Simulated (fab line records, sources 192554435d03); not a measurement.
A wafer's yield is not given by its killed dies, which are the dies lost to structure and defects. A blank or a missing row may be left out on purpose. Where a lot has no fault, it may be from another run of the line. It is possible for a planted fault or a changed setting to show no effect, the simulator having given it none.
Matching of chambers ; flow n5 finfet ; pecvd-03 running N5_BEOL_M8_PECVD_70: 3 sister chambers
The step deposits SiO2 from TEOS/O2, target thk 20 nm, time 22.7 s. 14 wafers are shown with their chamber, then 7 later ones without.

WAFERS WITH THEIR CHAMBER
wafer;chamber;showerhead plenum p Torr (Torr);throttle valve pct (%);heater power w (W)
L076.2;1;8.77;23.6;612
L076.5;1;8.77;23.7;610
L076.6;2;8.92;21.2;829
L079.2;1;8.76;23.6;573
L079.3;2;8.89;21.3;748
L079.4;2;8.90;21.4;750
L082.1;0;8.76;23.0;578
L082.3;2;8.91;21.4;719
L082.6;1;8.74;23.6;593
L084.1;2;8.92;21.7;754
L084.3;0;8.76;22.6;491
L084.5;2;8.93;21.6;776
L089.1;2;8.92;21.7;785
L089.2;1;8.75;23.6;621

SIGNATURES, as means of the wafers listed above
reading;chamber 0;chamber 1;chamber 2;scatter within a chamber
showerhead plenum p Torr;8.7600;8.7580;8.9129;0.0129
throttle valve pct;22.800;23.620;21.471;0.171
heater power w;534.50;601.80;765.86;33.8
Rule: distance of a wafer from a chamber = root of the sum over the readings of ((wafer's reading minus chamber's mean) / reading's scatter) squared. If the next closest chamber is less than 2 further off than the closest, the wafer can't be placed; otherwise it belongs to the closest. The scatter: the root of (the sum of the squares of (reading less its chamber's mean) over the shown wafers, divided by (wafers less chambers)).

WAFERS WITH NO CHAMBER GIVEN
wafer;showerhead plenum p Torr (Torr);throttle valve pct (%);heater power w (W)
L089.5;8.73;23.4;630
L087.1;8.74;22.8;558
L087.2;8.92;21.9;811
L087.6;8.77;23.9;633
L092.3;8.74;22.7;549
L092.5;8.75;23.8;608
L092.6;8.77;22.9;555

EACH ONE'S CHAMBER
wafer;from the rows above;in truth
L089.5;1;1
L087.1;0;0
L087.2;2;2
L087.6;1;1
L092.3;0;0
L092.5;1;1
L092.6;0;0
Correctly placed: 7 of 7. Left unplaced by these rows: 0. Number placed wrongly: 0.
